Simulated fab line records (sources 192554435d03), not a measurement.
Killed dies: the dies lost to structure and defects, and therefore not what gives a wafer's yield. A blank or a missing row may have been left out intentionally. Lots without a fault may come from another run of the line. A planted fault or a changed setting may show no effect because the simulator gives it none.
8D (eight disciplines) problem report, filled in by code / flow n5_finfet / the parts of the form that need people (team, actions taken, sign-off) are left out

== 1. WHAT WENT WRONG ==
Wafers without a fault read 40000 nm, standard deviation 3.2; cd_nm at N5_PASSIVATION_CD_MEAS_44 reads a mean of 40025 nm on 6 wafers belonging to 2 lots. That puts it +7.9 standard deviations away from the usual mean.
The step: target cd 40000 nm.
The first sign was on wafer L544.1 at day 17 22:20, on cd_sem-03. The record holds 30 wafers of 10 lots with a number at this step. By rule, "out" or "out of limits" means more than 4 standard deviations away from the usual mean. The rest of the wafers with a number are treated as sound.

== 2. WHAT THIS IS AND IS NOT ==
question=which readings at this step | is=cd_nm | is not=-
question=which lots | is=L543, L544 | is not=L531, L532, L534, L535, L549, L550, L551, L554
question=which wafers of those lots | is=all that have a number | is not=-
question=read on which gauges | is=cd_sem-03 | is not=cd_sem-01, cd_sem-02
question=when | is=from day 17 22:20 | is not=up to then (12 sound wafers); but 12 sound wafers of L549, L550, L551, L554 came after

== 3. SUSPECTS, AND WHAT RULES EACH OUT ==
Counting: a tool at a process step up to the reading stays a suspect if it ran every lot that is out and no sound lot after the first of them.
- ruled out: the gauge at N5_PASSIVATION_CD_MEAS_44. All the wafers that are out were read on cd_sem-03, but those of them that N5_PASSIVATION_EXPOSE_41 has rows for are out there too, on other tools.
- krf_scanner-02 at N5_PASSIVATION_EXPOSE_41 (exposes mask PASS OPEN, defocus 0 nm, target cd 40000 nm): kept. It ran every lot that is out, first L544 (day 17 22:09), and no sound lot after that; its last sound lot up to then is L534 (day 12 11:06). On those wafers its own readings are out: exposure_dose_mJ_cm2.
Left after counting: krf_scanner-02 at N5_PASSIVATION_EXPOSE_41.

== 4. THE CAUSE (what the simulator had put in) ==
Process parameter drift: krf_scanner-02, from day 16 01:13 on, at N5_PASSIVATION_EXPOSE_41. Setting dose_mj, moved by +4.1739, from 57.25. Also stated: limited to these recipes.
Counting left only this tool.

== 5. THE CHAIN OF EFFECTS, in route order ==
Each row: a reading whose mean over the struck wafers that have a number lies more than 3 standard deviations from the usual. Readings are gone through only where the record gives a usual standard deviation; hours: the median, over the lots, of the time from a lot's start at the first step in this table giving one to that lot's start at this step; sigmas: the change measured in usual standard deviations.
hours=0; step=N5_PASSIVATION_EXPOSE_41; reading=exposure_dose_mJ_cm2; usual=57.26; on struck wafers=61.45; change=+4.19; sigmas=+78
hours=0; step=N5_PASSIVATION_CD_MEAS_44; reading=cd_nm; usual=40000 nm; on struck wafers=40025; change=+25; sigmas=+7.9
Process steps it contains:
- N5_PASSIVATION_EXPOSE_41: exposes mask PASS OPEN, defocus 0 nm, target cd 40000 nm.

== 6. HOW IT WOULD HAVE BEEN CAUGHT EARLIER ==
Counted from the fault's start at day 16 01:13, it took 45 hours until the first out-of-limits reading at a measuring or inspecting step in this record, taken at day 17 22:20.
Tool's own readings at N5_PASSIVATION_EXPOSE_41, exposure_dose_mJ_cm2: out on all struck wafers the step has rows for; an alarm limit on them would have tripped on the first.
Of the lots that are out (2), L543 began N5_PASSIVATION_EXPOSE_41 on krf_scanner-02 after day 17 22:20. A hold on the tool at that time would have spared it.
